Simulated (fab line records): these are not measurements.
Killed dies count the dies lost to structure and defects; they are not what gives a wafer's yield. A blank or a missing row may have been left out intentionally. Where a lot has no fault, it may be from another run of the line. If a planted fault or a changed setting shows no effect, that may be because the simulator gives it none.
Which tool was responsible? / flow n5Finfet / Sampling: 24 lots, 72 wafers, 4 of 1938 route steps

WHAT EACH GAUGE READ, for each wafer
N5_BEOL_M9_CD_MEAS_28: the cd target is 70 nm.
lot=L074; measured=day 9 03:57; on=cdSem-02; cdNm (nm)=70.10 69.81 70.25
lot=L075; measured=day 9 11:17; on=cdSem-02; cdNm (nm)=70.14 70.06 69.82
lot=L076; measured=day 9 11:27; on=cdSem-03; cdNm (nm)=70.04 69.89 70.10
lot=L077; measured=day 10 04:55; on=cdSem-02; cdNm (nm)=70.01 69.61 70.13
lot=L080; measured=day 10 13:44; on=cdSem-01; cdNm (nm)=70.38 70.33 70.19
lot=L079; measured=day 10 13:47; on=cdSem-03; cdNm (nm)=70.17 70.33 70.34
lot=L078; measured=day 10 13:49; on=cdSem-01; cdNm (nm)=70.40 70.11 70.80
lot=L081; measured=day 11 03:49; on=cdSem-01; cdNm (nm)=70.08 70.13 69.95
lot=L083; measured=day 11 08:26; on=cdSem-02; cdNm (nm)=69.84 70.25 69.55
lot=L082; measured=day 11 11:11; on=cdSem-02; cdNm (nm)=70.32 69.93 70.26
lot=L084; measured=day 11 12:02; on=cdSem-03; cdNm (nm)=70.00 69.90 69.89
lot=L085; measured=day 12 00:49; on=cdSem-03; cdNm (nm)=70.26 70.45 70.25
lot=L086; measured=day 12 07:22; on=cdSem-03; cdNm (nm)=70.32 70.30 70.33
lot=L087; measured=day 12 11:43; on=cdSem-01; cdNm (nm)=70.08 70.00 70.68
lot=L088; measured=day 12 20:02; on=cdSem-02; cdNm (nm)=70.32 69.75 70.30
lot=L090; measured=day 12 20:21; on=cdSem-03; cdNm (nm)=69.76 69.95 69.90
lot=L091; measured=day 13 05:08; on=cdSem-02; cdNm (nm)=70.00 69.82 70.18
lot=L089; measured=day 13 05:25; on=cdSem-03; cdNm (nm)=69.96 70.10 70.09
lot=L092; measured=day 13 11:43; on=cdSem-02; cdNm (nm)=69.95 69.46 69.72
lot=L093; measured=day 13 17:01; on=cdSem-01; cdNm (nm)=69.89 70.07 70.31
lot=L094; measured=day 13 20:11; on=cdSem-01; cdNm (nm)=70.57 70.26 70.22
lot=L095; measured=day 14 01:47; on=cdSem-03; cdNm (nm)=70.63 70.09 70.20
lot=L096; measured=day 14 21:35; on=cdSem-03; cdNm (nm)=70.13 70.14 70.27
lot=L097; measured=day 15 07:11; on=cdSem-01; cdNm (nm)=69.81 70.06 70.27

N5_BEOL_M9_RS_MEAS_57: uses a four-point probe to measure.
lot=L074; measured=day 9 09:14; on=filmMetro-02; M9_RS (ohm/sq)=0.154 0.152 0.154
lot=L075; measured=day 9 16:26; on=filmMetro-02; M9_RS (ohm/sq)=0.151 0.152 0.156
lot=L076; measured=day 9 16:49; on=filmMetro-02; M9_RS (ohm/sq)=0.149 0.147 0.149
lot=L077; measured=day 10 07:56; on=filmMetro-01; M9_RS (ohm/sq)=0.158 0.160 0.154
lot=L080; measured=day 10 17:08; on=filmMetro-02; M9_RS (ohm/sq)=0.152 0.155 0.152
lot=L079; measured=day 10 17:23; on=filmMetro-01; M9_RS (ohm/sq)=0.156 0.152 0.153
lot=L078; measured=day 10 17:31; on=filmMetro-01; M9_RS (ohm/sq)=0.156 0.153 0.150
lot=L081; measured=day 11 06:37; on=filmMetro-02; M9_RS (ohm/sq)=0.156 0.150 0.156
lot=L083; measured=day 11 12:23; on=filmMetro-01; M9_RS (ohm/sq)=0.145 0.152 0.150
lot=L082; measured=day 11 14:28; on=filmMetro-01; M9_RS (ohm/sq)=0.149 0.152 0.158
lot=L084; measured=day 11 16:39; on=filmMetro-02; M9_RS (ohm/sq)=0.150 0.155 0.158
lot=L085; measured=day 12 04:29; on=filmMetro-02; M9_RS (ohm/sq)=0.159 0.152 0.159
lot=L086; measured=day 12 10:45; on=filmMetro-01; M9_RS (ohm/sq)=0.155 0.148 0.147
lot=L087; measured=day 12 14:27; on=filmMetro-01; M9_RS (ohm/sq)=0.155 0.148 0.145
lot=L088; measured=day 13 00:35; on=filmMetro-01; M9_RS (ohm/sq)=0.154 0.154 0.152
lot=L090; measured=day 13 00:50; on=filmMetro-01; M9_RS (ohm/sq)=0.152 0.160 0.150
lot=L091; measured=day 13 08:23; on=filmMetro-02; M9_RS (ohm/sq)=0.149 0.151 0.157
lot=L089; measured=day 13 08:52; on=filmMetro-01; M9_RS (ohm/sq)=0.154 0.152 0.151
lot=L092; measured=day 13 15:00; on=filmMetro-01; M9_RS (ohm/sq)=0.148 0.156 0.156
lot=L093; measured=day 13 20:21; on=filmMetro-02; M9_RS (ohm/sq)=0.156 0.149 0.158
lot=L094; measured=day 13 23:11; on=filmMetro-01; M9_RS (ohm/sq)=0.156 0.150 0.154
lot=L095; measured=day 14 05:11; on=filmMetro-02; M9_RS (ohm/sq)=0.155 0.150 0.148
lot=L096; measured=day 15 00:41; on=filmMetro-01; M9_RS (ohm/sq)=0.154 0.153 0.153
lot=L097; measured=day 15 10:49; on=filmMetro-01; M9_RS (ohm/sq)=0.145 0.156 0.148

N5_BEOL_M9_INSPECT_58: inspects for defects (darkfield).
lot=L074; measured=day 9 09:15; on=defectInspect-02; rawDefectCount=102 69 111
lot=L075; measured=day 9 16:28; on=defectInspect-02; rawDefectCount=77 65 91
lot=L076; measured=day 9 16:50; on=defectInspect-01; rawDefectCount=53 68 64
lot=L077; measured=day 10 07:57; on=defectInspect-01; rawDefectCount=59 42 53
lot=L080; measured=day 10 17:10; on=defectInspect-01; rawDefectCount=61 79 68
lot=L079; measured=day 10 17:25; on=defectInspect-02; rawDefectCount=86 68 110
lot=L078; measured=day 10 17:32; on=defectInspect-01; rawDefectCount=69 57 69
lot=L081; measured=day 11 06:38; on=defectInspect-01; rawDefectCount=129 77 96
lot=L083; measured=day 11 12:25; on=defectInspect-01; rawDefectCount=57 33 65
lot=L082; measured=day 11 14:30; on=defectInspect-02; rawDefectCount=68 47 62
lot=L084; measured=day 11 16:40; on=defectInspect-01; rawDefectCount=52 82 72
lot=L085; measured=day 12 04:31; on=defectInspect-02; rawDefectCount=60 52 52
lot=L086; measured=day 12 10:46; on=defectInspect-01; rawDefectCount=78 102 67
lot=L087; measured=day 12 14:29; on=defectInspect-02; rawDefectCount=78 34 68
lot=L088; measured=day 13 00:37; on=defectInspect-01; rawDefectCount=41 45 51
lot=L090; measured=day 13 00:52; on=defectInspect-01; rawDefectCount=39 52 71
lot=L091; measured=day 13 08:25; on=defectInspect-01; rawDefectCount=84 105 55
lot=L089; measured=day 13 08:53; on=defectInspect-01; rawDefectCount=61 50 40
lot=L092; measured=day 13 15:01; on=defectInspect-01; rawDefectCount=100 66 63
lot=L093; measured=day 13 20:23; on=defectInspect-01; rawDefectCount=40 66 33
lot=L094; measured=day 13 23:12; on=defectInspect-02; rawDefectCount=98 56 95
lot=L095; measured=day 14 05:13; on=defectInspect-02; rawDefectCount=93 91 98
lot=L096; measured=day 15 00:43; on=defectInspect-02; rawDefectCount=64 117 68
lot=L097; measured=day 15 10:50; on=defectInspect-02; rawDefectCount=111 68 82

WHAT TOOL EACH LOT RAN ON (gives the tool, then ch and the chambers of the sampled wafers, and finally the start)
lot=L074; N5_BEOL_M9_DEP_56=pecvd-03 ch 0,1,2, day 9 09:09
lot=L075; N5_BEOL_M9_DEP_56=pecvd-04 ch 0,2, day 9 16:22
lot=L076; N5_BEOL_M9_DEP_56=pecvd-01 ch 1,2, day 9 16:43
lot=L077; N5_BEOL_M9_DEP_56=pecvd-01 ch 0,2, day 10 07:51
lot=L080; N5_BEOL_M9_DEP_56=pecvd-03 ch 0,1,2, day 10 17:03
lot=L079; N5_BEOL_M9_DEP_56=pecvd-03 ch 1,2, day 10 17:19
lot=L078; N5_BEOL_M9_DEP_56=pecvd-04 ch 0,1,2, day 10 17:26
lot=L081; N5_BEOL_M9_DEP_56=pecvd-04 ch 1,2, day 11 06:32
lot=L083; N5_BEOL_M9_DEP_56=pecvd-03 ch 0,1,2, day 11 12:20
lot=L082; N5_BEOL_M9_DEP_56=pecvd-03 ch 0,1,2, day 11 14:24
lot=L084; N5_BEOL_M9_DEP_56=pecvd-01 ch 0,1, day 11 16:34
lot=L085; N5_BEOL_M9_DEP_56=pecvd-04 ch 1,2, day 12 04:25
lot=L086; N5_BEOL_M9_DEP_56=pecvd-04 ch 0,1,2, day 12 10:40
lot=L087; N5_BEOL_M9_DEP_56=pecvd-01 ch 0,2, day 12 14:23
lot=L088; N5_BEOL_M9_DEP_56=pecvd-01 ch 0,1,2, day 13 00:31
lot=L090; N5_BEOL_M9_DEP_56=pecvd-03 ch 1,2, day 13 00:46
lot=L091; N5_BEOL_M9_DEP_56=pecvd-01 ch 0,2, day 13 08:19
lot=L089; N5_BEOL_M9_DEP_56=pecvd-04 ch 0,1,2, day 13 08:47
lot=L092; N5_BEOL_M9_DEP_56=pecvd-01 ch 0,2, day 13 14:55
lot=L093; N5_BEOL_M9_DEP_56=pecvd-04 ch 0,1, day 13 20:17
lot=L094; N5_BEOL_M9_DEP_56=pecvd-04 ch 0,2, day 13 23:06
lot=L095; N5_BEOL_M9_DEP_56=pecvd-01 ch 1,2, day 14 05:07
lot=L096; N5_BEOL_M9_DEP_56=pecvd-03 ch 0,1,2, day 15 00:37
lot=L097; N5_BEOL_M9_DEP_56=pecvd-04 ch 0,1,2, day 15 10:44
- N5_BEOL_M9_DEP_56: deposits SiCN from 3MS/NH3, target thk 15 nm, time 26.5 s.

AS READ BY THE TOOLS THEMSELVES (means over the sampled wafers that have a number; for cases with no such wafer, the mark the record gives instead)
N5_BEOL_M9_DEP_56.
lot=L074; tool=pecvd-03; showerheadPlenumPTorr (Torr)=3.652; throttleValvePct (%)=9.2
lot=L075; tool=pecvd-04; showerheadPlenumPTorr (Torr)=3.647; throttleValvePct (%)=8.8
lot=L076; tool=pecvd-01; showerheadPlenumPTorr (Torr)=3.660; throttleValvePct (%)=9.5
lot=L077; tool=pecvd-01; showerheadPlenumPTorr (Torr)=3.664; throttleValvePct (%)=8.8
lot=L080; tool=pecvd-03; showerheadPlenumPTorr (Torr)=3.658; throttleValvePct (%)=9.1
lot=L079; tool=pecvd-03; showerheadPlenumPTorr (Torr)=3.650; throttleValvePct (%)=9.2
lot=L078; tool=pecvd-04; showerheadPlenumPTorr (Torr)=3.648; throttleValvePct (%)=9.4
lot=L081; tool=pecvd-04; showerheadPlenumPTorr (Torr)=3.665; throttleValvePct (%)=8.9
lot=L083; tool=pecvd-03; showerheadPlenumPTorr (Torr)=3.657; throttleValvePct (%)=9.1
lot=L082; tool=pecvd-03; showerheadPlenumPTorr (Torr)=3.650; throttleValvePct (%)=9.2
lot=L084; tool=pecvd-01; showerheadPlenumPTorr (Torr)=3.664; throttleValvePct (%)=9.9
lot=L085; tool=pecvd-04; showerheadPlenumPTorr (Torr)=3.664; throttleValvePct (%)=9.5
lot=L086; tool=pecvd-04; showerheadPlenumPTorr (Torr)=3.647; throttleValvePct (%)=9.3
lot=L087; tool=pecvd-01; showerheadPlenumPTorr (Torr)=3.668; throttleValvePct (%)=8.9
lot=L088; tool=pecvd-01; showerheadPlenumPTorr (Torr)=3.662; throttleValvePct (%)=9.1
lot=L090; tool=pecvd-03; showerheadPlenumPTorr (Torr)=3.661; throttleValvePct (%)=9.0
lot=L091; tool=pecvd-01; showerheadPlenumPTorr (Torr)=3.662; throttleValvePct (%)=8.6
lot=L089; tool=pecvd-04; showerheadPlenumPTorr (Torr)=3.651; throttleValvePct (%)=9.4
lot=L092; tool=pecvd-01; showerheadPlenumPTorr (Torr)=3.665; throttleValvePct (%)=8.7
lot=L093; tool=pecvd-04; showerheadPlenumPTorr (Torr)=3.657; throttleValvePct (%)=10.3
lot=L094; tool=pecvd-04; showerheadPlenumPTorr (Torr)=3.650; throttleValvePct (%)=8.7
lot=L095; tool=pecvd-01; showerheadPlenumPTorr (Torr)=3.655; throttleValvePct (%)=9.5
lot=L096; tool=pecvd-03; showerheadPlenumPTorr (Torr)=3.661; throttleValvePct (%)=9.2
lot=L097; tool=pecvd-04; showerheadPlenumPTorr (Torr)=3.657; throttleValvePct (%)=9.4

THE ANSWER, worked out from the rows above alone
Rule: the usual values come from the lots themselves. The widest of any qualifying gaps counts: lots, ordered by their means at a reading, are off when they make up no more than a third of the lots, leave a main group of 4 or more, and stand apart from it by 3 or more times the standard deviation of that group's means. If all means in a main group match to the digits the tables above print for the reading, that group is not used. Also off: a lot with no number at a reading for which 4 or more lots have one. All remaining lots with rows at the step are treated as sound. First the gauges in route order, then the tools' own readings, where a lot's mean is used as printed above. The first step at which some lot is off is used, and at that step the reading that is off furthest; a lot without a number counts as furthest.
No lot is off on any of the readings shown, so nothing can be concluded from this.

WHAT THE SIMULATOR PUT IN
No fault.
